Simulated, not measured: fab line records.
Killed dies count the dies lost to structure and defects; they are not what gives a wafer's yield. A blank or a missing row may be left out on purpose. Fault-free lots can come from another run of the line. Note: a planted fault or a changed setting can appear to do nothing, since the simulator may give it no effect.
fab line records / flow n5-finfet
record: lots: 4 wafers: 12 last-day: 16
route steps=1938 shown BEOL_M12@1615
lots untouched by any fault: they come from a run of this same line in which no faults occurred
start-h: hours from the record's first day to the start of the lot's first wafer shown / wait-h: hours elapsed since this lot's preceding step / " same as the row above / L1.1+2: several wafers, shown together as one row / - no value present, or no start provided / * or withheld: withheld / < > ~ a bound
route shown NAME@n: NAME is a module with steps in the file, n the number in the route of the first one / usual: mean/standard deviation of fault-free wafers / same: alike in all rows / chamber/n: place in a boat / sites: readings site by site / _std_site: how widely they spread, as a standard deviation / _edge_site: inner sites' mean taken away from outer sites' mean / radius-mm: for every site, how far away it sits from the centre of the wafer / mask NAME#n: copy n / behind: the last tool/chamber to shape the wafer / hold: why the lot went on hold/how many hours it stayed there/how the hold came to an end / device: whichever transistor did not switch (one of n, p or np) / end of line: tests run on the same wafers once the route is complete / for a step that has no rows: nothing shown but its recipe / killed: count of dies lost to structure and defects at first sort (not the wafer's yield) / map: dies across one wafer; x = killed, . = not, _ = none there
set.NAME: the setting as run; set.NAME@STEP: as run at that earlier step / model.NAME: the simulator's own value behind a step, which no gauge read
lots seen at some steps along the route; tables by step, rows by wafer
services: from which hour (start-h, from the record's first day; less than 0 if before it) a tool's chamber was out of use, for how many hours, and why
== steps ==
step: N5_BEOL_M12_DESCUM_15
recipe: chemistry: O2 time-s: 7.9 source-power-w: 50 bias-power-w: 20 pressure-mtorr: 20 rf-frequency-hz: 2.712e+07 temp-c: 40 o2-flow-sccm: 225
step: N5_BEOL_M12_ETCH_59
recipe: chemistry: N2/H2 target: BARC target-depth-a: 890 overetch-a: 267 time-s: 67.9 ion-energy-ev: 200 pressure-mtorr: 30 source-w: 840 bias-w: 150 n2-flow-sccm: 200 h2-flow-sccm: 200
step: N5_BEOL_M12_VIA_ETCH_16
recipe: chemistry: C4F8/O2/Ar target: SiOC pressure-mtorr: 30 source-w: 3000 bias-w: 700 Ar_flow_sccm: 400 C4F8_flow_sccm: 15 O2_flow_sccm: 8 he-inner-torr: 15 he-outer-torr: 30 target-depth-a: 7248 time-s: withheld ion-energy-ev: 250 ends: cleared
step: N5_BEOL_M12_STRIP_63
recipe: chemistry: N2/H2 power-w: 1000 temp-c: 250 h2-frac: 0.65 overash-fraction: 0.3 pressure-mtorr: 1000 n2-flow-sccm: 1750 h2-flow-sccm: 3250
step: N5_BEOL_M12_STRIP_64
recipe: chemistry: N2/H2 power-w: 1000 temp-c: 250 h2-frac: 0.65 overash-fraction: 0.3 pressure-mtorr: withheld n2-flow-sccm: 1750 h2-flow-sccm: 3250
step: N5_BEOL_M12_STRIP_71
recipe: chemistry: post-etch-residue-remover time-s: 60 temp-c: 25 remover-ph: withheld remover-water-wt-pct: withheld remover-fluoride-wt-pct: withheld
step: N5_BEOL_M12_SRD_72
recipe: time-s: 30 temp-c: 23 rinse-liquid: diw dry: n2-spin spin-rpm: 1500 dry-time-s: 30
step: N5_BEOL_M12_COAT_65
recipe: resist: SOC temp-c: 250 time-s: 60 spin-rpm: 1500 resist-thk-nm: 300
step: N5_BEOL_M12_COAT_66
recipe: resist: SiARC temp-c: 220 time-s: 60 spin-rpm: 1500 resist-thk-nm: 110
usual: dispense-pressure-kPa: 48.1/2.9 spin-speed-rpm: 1500.1/1
same: time-s: 60
lot.wafer=L189.4 tool=litho-track-01 chamber=0 start-h=251.88 wait-h=- dispense-pressure-kPa=45.3 spin-speed-rpm=1498.4 model.SiARC_of_BEOL_M12_COAT_66.thk-nm=110.2
lot.wafer=L189.5 tool=litho-track-01 chamber=0 start-h=251.88 wait-h=- dispense-pressure-kPa=45.3 spin-speed-rpm=1500.3 model.SiARC_of_BEOL_M12_COAT_66.thk-nm=110
lot.wafer=L189.6 tool=litho-track-01 chamber=0 start-h=251.88 wait-h=- dispense-pressure-kPa=45.3 spin-speed-rpm=1499.8 model.SiARC_of_BEOL_M12_COAT_66.thk-nm=110
lot.wafer=L200.2 tool=litho-track-01 chamber=0 start-h=324.32 wait-h=- dispense-pressure-kPa=45.2 spin-speed-rpm=1563.2 model.SiARC_of_BEOL_M12_COAT_66.thk-nm=107.8
lot.wafer=L200.3 tool=litho-track-01 chamber=0 start-h=324.32 wait-h=- dispense-pressure-kPa=45.3 spin-speed-rpm=1565.1 model.SiARC_of_BEOL_M12_COAT_66.thk-nm=107.8
lot.wafer=L200.4 tool=litho-track-01 chamber=0 start-h=324.32 wait-h=- dispense-pressure-kPa=45.2 spin-speed-rpm=1564.5 model.SiARC_of_BEOL_M12_COAT_66.thk-nm=108
lot.wafer=L202.2 tool=litho-track-01 chamber=0 start-h=331.77 wait-h=- dispense-pressure-kPa=45.2 spin-speed-rpm=1564.1 model.SiARC_of_BEOL_M12_COAT_66.thk-nm=107.6
lot.wafer=L202.3 tool=litho-track-01 chamber=0 start-h=331.77 wait-h=- dispense-pressure-kPa=45.2 spin-speed-rpm=1563.4 model.SiARC_of_BEOL_M12_COAT_66.thk-nm=107.4
lot.wafer=L202.6 tool=litho-track-01 chamber=0 start-h=331.77 wait-h=- dispense-pressure-kPa=45.2 spin-speed-rpm=1563.6 model.SiARC_of_BEOL_M12_COAT_66.thk-nm=107.4
lot.wafer=L203.2 tool=litho-track-05 chamber=0 start-h=342.80 wait-h=- dispense-pressure-kPa=51.6 spin-speed-rpm=1499.1 model.SiARC_of_BEOL_M12_COAT_66.thk-nm=110.6
lot.wafer=L203.3 tool=litho-track-05 chamber=0 start-h=342.80 wait-h=- dispense-pressure-kPa=51.6 spin-speed-rpm=1499.4 model.SiARC_of_BEOL_M12_COAT_66.thk-nm=110.2
lot.wafer=L203.6 tool=litho-track-05 chamber=0 start-h=342.80 wait-h=- dispense-pressure-kPa=51.6 spin-speed-rpm=1500.2 model.SiARC_of_BEOL_M12_COAT_66.thk-nm=110.2
step: N5_BEOL_M12_COAT_22
recipe: spin-rpm: 2888 resist-thk-nm: 300
step: N5_BEOL_M12_EBR_24
recipe: solvent: PGMEA ebr-width-mm: 1.5
step: N5_BEOL_M12_SOFTBAKE_23
recipe: temp-c: 130 time-s: 60
step: N5_BEOL_M12_EXPOSE_25
recipe: mask-id: M12 na: 0.93 source-shape: conventional sigma-outer: 0.4 polarization: unpolarized dose-mj: 21.8
step: N5_BEOL_M12_PEB_26
recipe: peb-temp-c: 130 peb-time-s: 90
step: N5_BEOL_M12_DEVELOP_27
recipe: develop-time-s: 45 rinse-liquid: diw dry: air-spin dev-temp-c: 21
step: N5_BEOL_M12_HARDBAKE_32
recipe: temp-c: 130 time-s: 120
step: N5_BEOL_M12_DESCUM_33
recipe: chemistry: O2 time-s: 7.9 source-power-w: 50 bias-power-w: 20 pressure-mtorr: 20 rf-frequency-hz: 2.712e+07 temp-c: 40 o2-flow-sccm: 225
step: N5_BEOL_M12_ETCH_67
recipe: chemistry: CF4 target: SiARC target-depth-a: 1430 time-s: 238.3 ion-energy-ev: 80 pressure-mtorr: 40 source-w: 545 bias-w: 36 Ar_flow_sccm: 100 cf4-flow-sccm: 100 ends: cleared
usual: cf4-flow-sccm: 100.0/0.32 drypump-motor-current-A: 5.9/0.36 etch-rf-on-time-s: 239/4.4 mfc-ar-sccm: 99.9/0.31 oes-product-au: 0.70/0.058 rf-vpp-V: 184.3/1.2 showerhead-plenum-p-Torr: 2.15/0.052 throttle-valve-pct: 15.54/0.27
lot.wafer=L189.4 tool=rie-diel-06 chamber=0 start-h=252.48 wait-h=0.0 cf4-flow-sccm=99.7 drypump-motor-current-A=6.2 etch-rf-on-time-s=232 mfc-ar-sccm=100.0 oes-product-au=0.74 rf-hours-counter-h=51 rf-vpp-V=182.1 showerhead-plenum-p-Torr=2.09 throttle-valve-pct=15.70 model.etch.depth-nm=110.1 model.coat_of_BEOL_M12_COAT_22.thk-nm=212
lot.wafer=L189.5 tool=rie-diel-06 chamber=1 start-h=252.48 wait-h=0.0 cf4-flow-sccm=100.1 drypump-motor-current-A=6.5 etch-rf-on-time-s=239 mfc-ar-sccm=100.0 oes-product-au=0.74 rf-hours-counter-h=- rf-vpp-V=185.2 showerhead-plenum-p-Torr=2.17 throttle-valve-pct=15.68 model.etch.depth-nm=110 model.coat_of_BEOL_M12_COAT_22.thk-nm=213.6
lot.wafer=L189.6 tool=rie-diel-06 chamber=0 start-h=252.48 wait-h=0.0 cf4-flow-sccm=100.0 drypump-motor-current-A=6.2 etch-rf-on-time-s=230 mfc-ar-sccm=99.7 oes-product-au=0.74 rf-hours-counter-h=- rf-vpp-V=183.3 showerhead-plenum-p-Torr=2.09 throttle-valve-pct=15.70 model.etch.depth-nm=109.9 model.coat_of_BEOL_M12_COAT_22.thk-nm=212.8
lot.wafer=L200.2 tool=rie-diel-06 chamber=2 start-h=324.88 wait-h=0.0 cf4-flow-sccm=99.7 drypump-motor-current-A=5.7 etch-rf-on-time-s=235 mfc-ar-sccm=99.8 oes-product-au=0.69 rf-hours-counter-h=94 rf-vpp-V=184.2 showerhead-plenum-p-Torr=2.08 throttle-valve-pct=15.53 model.etch.depth-nm=107.9 model.coat_of_BEOL_M12_COAT_22.thk-nm=213.6
lot.wafer=L200.3 tool=rie-diel-06 chamber=1 start-h=324.88 wait-h=0.0 cf4-flow-sccm=99.9 drypump-motor-current-A=6.5 etch-rf-on-time-s=237 mfc-ar-sccm=99.8 oes-product-au=0.71 rf-hours-counter-h=68 rf-vpp-V=184.8 showerhead-plenum-p-Torr=2.16 throttle-valve-pct=15.74 model.etch.depth-nm=107.8 model.coat_of_BEOL_M12_COAT_22.thk-nm=214
lot.wafer=L200.4 tool=rie-diel-06 chamber=3 start-h=324.88 wait-h=0.0 cf4-flow-sccm=100.0 drypump-motor-current-A=5.4 etch-rf-on-time-s=229 mfc-ar-sccm=99.9 oes-product-au=0.86 rf-hours-counter-h=2 rf-vpp-V=183.1 showerhead-plenum-p-Torr=2.11 throttle-valve-pct=15.54 model.etch.depth-nm=108 model.coat_of_BEOL_M12_COAT_22.thk-nm=214.6
lot.wafer=L202.2 tool=rie-diel-02 chamber=1 start-h=332.47 wait-h=0.0 cf4-flow-sccm=99.8 drypump-motor-current-A=5.5 etch-rf-on-time-s=233 mfc-ar-sccm=100.7 oes-product-au=0.82 rf-hours-counter-h=5 rf-vpp-V=184.5 showerhead-plenum-p-Torr=2.20 throttle-valve-pct=15.71 model.etch.depth-nm=107.5 model.coat_of_BEOL_M12_COAT_22.thk-nm=213
lot.wafer=L202.3 tool=rie-diel-02 chamber=0 start-h=332.47 wait-h=0.0 cf4-flow-sccm=99.8 drypump-motor-current-A=6.0 etch-rf-on-time-s=233 mfc-ar-sccm=99.9 oes-product-au=0.67 rf-hours-counter-h=113 rf-vpp-V=185.1 showerhead-plenum-p-Torr=2.14 throttle-valve-pct=15.43 model.etch.depth-nm=107.4 model.coat_of_BEOL_M12_COAT_22.thk-nm=213
lot.wafer=L202.6 tool=rie-diel-02 chamber=2 start-h=332.47 wait-h=0.0 cf4-flow-sccm=100.2 drypump-motor-current-A=6.2 etch-rf-on-time-s=234 mfc-ar-sccm=100.2 oes-product-au=0.70 rf-hours-counter-h=- rf-vpp-V=185.4 showerhead-plenum-p-Torr=2.14 throttle-valve-pct=15.24 model.etch.depth-nm=107.4 model.coat_of_BEOL_M12_COAT_22.thk-nm=213.6
lot.wafer=L203.2 tool=rie-diel-01 chamber=1 start-h=343.23 wait-h=0.0 cf4-flow-sccm=99.7 drypump-motor-current-A=6.1 etch-rf-on-time-s=245 mfc-ar-sccm=99.6 oes-product-au=0.72 rf-hours-counter-h=58 rf-vpp-V=184.5 showerhead-plenum-p-Torr=2.08 throttle-valve-pct=15.40 model.etch.depth-nm=110.5 model.coat_of_BEOL_M12_COAT_22.thk-nm=212
lot.wafer=L203.3 tool=rie-diel-01 chamber=0 start-h=343.23 wait-h=0.0 cf4-flow-sccm=99.9 drypump-motor-current-A=6.0 etch-rf-on-time-s=234 mfc-ar-sccm=100.0 oes-product-au=0.67 rf-hours-counter-h=111 rf-vpp-V=186.8 showerhead-plenum-p-Torr=2.24 throttle-valve-pct=15.57 model.etch.depth-nm=110.3 model.coat_of_BEOL_M12_COAT_22.thk-nm=211.6
lot.wafer=L203.6 tool=rie-diel-01 chamber=2 start-h=343.23 wait-h=0.0 cf4-flow-sccm=100.6 drypump-motor-current-A=5.9 etch-rf-on-time-s=238 mfc-ar-sccm=100.4 oes-product-au=0.79 rf-hours-counter-h=- rf-vpp-V=185.0 showerhead-plenum-p-Torr=2.18 throttle-valve-pct=15.34 model.etch.depth-nm=110.2 model.coat_of_BEOL_M12_COAT_22.thk-nm=211.8
step: N5_BEOL_M12_ETCH_68
recipe: chemistry: N2/H2 target: SOC mask-material: SiARC source-w: 3000 bias-w: 350 temp-c: 40 time-s: 285 ion-energy-ev: 200 pressure-mtorr: 30 n2-flow-sccm: 200 h2-flow-sccm: 200
usual: drypump-motor-current-A: 5.9/0.36 oes-product-au: 0.83/0.069 rf-vpp-V: 524.3/2 showerhead-plenum-p-Torr: 2.55/0.06 throttle-valve-pct: 17.71/0.23
same: time-s: 285
lot.wafer=L189.4 tool=rie-diel-06 chamber=0 start-h=252.62 wait-h=0.1 drypump-motor-current-A=6.2 oes-product-au=0.85 rf-hours-counter-h=51 rf-vpp-V=521.9 showerhead-plenum-p-Torr=2.47 throttle-valve-pct=18.02 model.SiARC_of_BEOL_M12_COAT_66.thk-nm=85.8
lot.wafer=L189.5 tool=rie-diel-06 chamber=1 start-h=252.62 wait-h=0.1 drypump-motor-current-A=6.5 oes-product-au=0.87 rf-hours-counter-h=- rf-vpp-V=524.8 showerhead-plenum-p-Torr=2.58 throttle-valve-pct=17.85 model.SiARC_of_BEOL_M12_COAT_66.thk-nm=85.8
lot.wafer=L189.6 tool=rie-diel-06 chamber=0 start-h=252.62 wait-h=0.1 drypump-motor-current-A=6.2 oes-product-au=0.85 rf-hours-counter-h=- rf-vpp-V=520.9 showerhead-plenum-p-Torr=2.47 throttle-valve-pct=18.02 model.SiARC_of_BEOL_M12_COAT_66.thk-nm=85.4
lot.wafer=L200.2 tool=rie-diel-06 chamber=2 start-h=325.03 wait-h=0.1 drypump-motor-current-A=5.7 oes-product-au=0.81 rf-hours-counter-h=94 rf-vpp-V=521.1 showerhead-plenum-p-Torr=2.47 throttle-valve-pct=17.82 model.SiARC_of_BEOL_M12_COAT_66.thk-nm=83.6
lot.wafer=L200.3 tool=rie-diel-06 chamber=1 start-h=325.03 wait-h=0.1 drypump-motor-current-A=6.6 oes-product-au=0.84 rf-hours-counter-h=68 rf-vpp-V=525.1 showerhead-plenum-p-Torr=2.57 throttle-valve-pct=17.91 model.SiARC_of_BEOL_M12_COAT_66.thk-nm=83.2
lot.wafer=L200.4 tool=rie-diel-06 chamber=3 start-h=325.03 wait-h=0.1 drypump-motor-current-A=5.3 oes-product-au=1.00 rf-hours-counter-h=2 rf-vpp-V=521.5 showerhead-plenum-p-Torr=2.49 throttle-valve-pct=17.71 model.SiARC_of_BEOL_M12_COAT_66.thk-nm=83
lot.wafer=L202.2 tool=rie-diel-02 chamber=1 start-h=332.61 wait-h=0.1 drypump-motor-current-A=5.5 oes-product-au=0.97 rf-hours-counter-h=5 rf-vpp-V=525.1 showerhead-plenum-p-Torr=2.58 throttle-valve-pct=17.61 model.SiARC_of_BEOL_M12_COAT_66.thk-nm=83.2
lot.wafer=L202.3 tool=rie-diel-02 chamber=0 start-h=332.61 wait-h=0.1 drypump-motor-current-A=6.0 oes-product-au=0.79 rf-hours-counter-h=113 rf-vpp-V=523.8 showerhead-plenum-p-Torr=2.56 throttle-valve-pct=17.65 model.SiARC_of_BEOL_M12_COAT_66.thk-nm=83.2
lot.wafer=L202.6 tool=rie-diel-02 chamber=2 start-h=332.61 wait-h=0.1 drypump-motor-current-A=6.2 oes-product-au=0.82 rf-hours-counter-h=- rf-vpp-V=524.8 showerhead-plenum-p-Torr=2.56 throttle-valve-pct=17.38 model.SiARC_of_BEOL_M12_COAT_66.thk-nm=82.8
lot.wafer=L203.2 tool=rie-diel-01 chamber=1 start-h=343.38 wait-h=0.1 drypump-motor-current-A=6.0 oes-product-au=0.84 rf-hours-counter-h=58 rf-vpp-V=521.1 showerhead-plenum-p-Torr=2.48 throttle-valve-pct=17.71 model.SiARC_of_BEOL_M12_COAT_66.thk-nm=86.4
lot.wafer=L203.3 tool=rie-diel-01 chamber=0 start-h=343.38 wait-h=0.1 drypump-motor-current-A=6.1 oes-product-au=0.78 rf-hours-counter-h=111 rf-vpp-V=527.7 showerhead-plenum-p-Torr=2.67 throttle-valve-pct=17.82 model.SiARC_of_BEOL_M12_COAT_66.thk-nm=85.8
lot.wafer=L203.6 tool=rie-diel-01 chamber=2 start-h=343.38 wait-h=0.1 drypump-motor-current-A=5.9 oes-product-au=0.94 rf-hours-counter-h=- rf-vpp-V=526.3 showerhead-plenum-p-Torr=2.58 throttle-valve-pct=17.48 model.SiARC_of_BEOL_M12_COAT_66.thk-nm=85.6
step: N5_BEOL_M12_STRIP_69
recipe: chemistry: N2/H2 temp-c: 40 n2-flow-sccm: 200 h2-flow-sccm: 200 rf-frequency-hz: 6e+07
== services ==
tool=rie-diel-01 chamber=2 start-h=254.45 hours=7.3 kind=repair
tool=rie-diel-01 chamber=2 start-h=261.77 hours=- kind=clean
tool=rie-diel-01 chamber=2 start-h=261.77 hours=- kind=consumable-replace:focus-ring
tool=rie-diel-01 chamber=2 start-h=261.77 hours=11.2 kind=scheduled-down
tool=rie-diel-01 chamber=2 start-h=261.77 hours=11.2 kind=vent-cycle
tool=rie-diel-02 chamber=1 start-h=302.20 hours=- kind=clean
tool=rie-diel-02 chamber=1 start-h=302.20 hours=- kind=consumable-replace:focus-ring
tool=rie-diel-02 chamber=1 start-h=302.20 hours=17.0 kind=scheduled-down
tool=rie-diel-02 chamber=1 start-h=302.20 hours=17.0 kind=vent-cycle
tool=rie-diel-06 chamber=3 start-h=303.32 hours=- kind=clean
tool=rie-diel-06 chamber=3 start-h=303.32 hours=- kind=consumable-replace:focus-ring
tool=rie-diel-06 chamber=3 start-h=303.32 hours=15.4 kind=scheduled-down
tool=rie-diel-06 chamber=3 start-h=303.32 hours=15.4 kind=vent-cycle
tool=rie-diel-01 chamber=2 start-h=315.73 hours=7.1 kind=repair
== key ==
first-sign: step: N5_BEOL_M12_COAT_66 reading: spin-speed-rpm direction: up sigmas: 63 usual: * struck: *
effect none on later readings
model-effect: step: N5_BEOL_M12_COAT_66 value: SiARC_of_BEOL_M12_COAT_66.thk-nm without: 109.9 struck: 107.7
model-effect: step: N5_BEOL_M12_ETCH_67 value: etch.depth-nm without: 109.9 struck: 107.7
model-effect: step: N5_BEOL_M12_ETCH_68 value: SiARC_of_BEOL_M12_COAT_66.thk-nm without: 85.5 struck: 83.17
met-at N5_BEOL_M12_COAT_66
struck-wafers L200.2,L200.3,L200.4,L202.2,L202.3,L202.6
onset-between 251.88 324.32
fault: kind: process-parameter-drift tool: litho-track-01 chamber: - onset-h: 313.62 steps: N5_BEOL_M12_COAT_66 channel: spin-rpm offset: * shape: step end-h: 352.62 acts-in: * stated: *
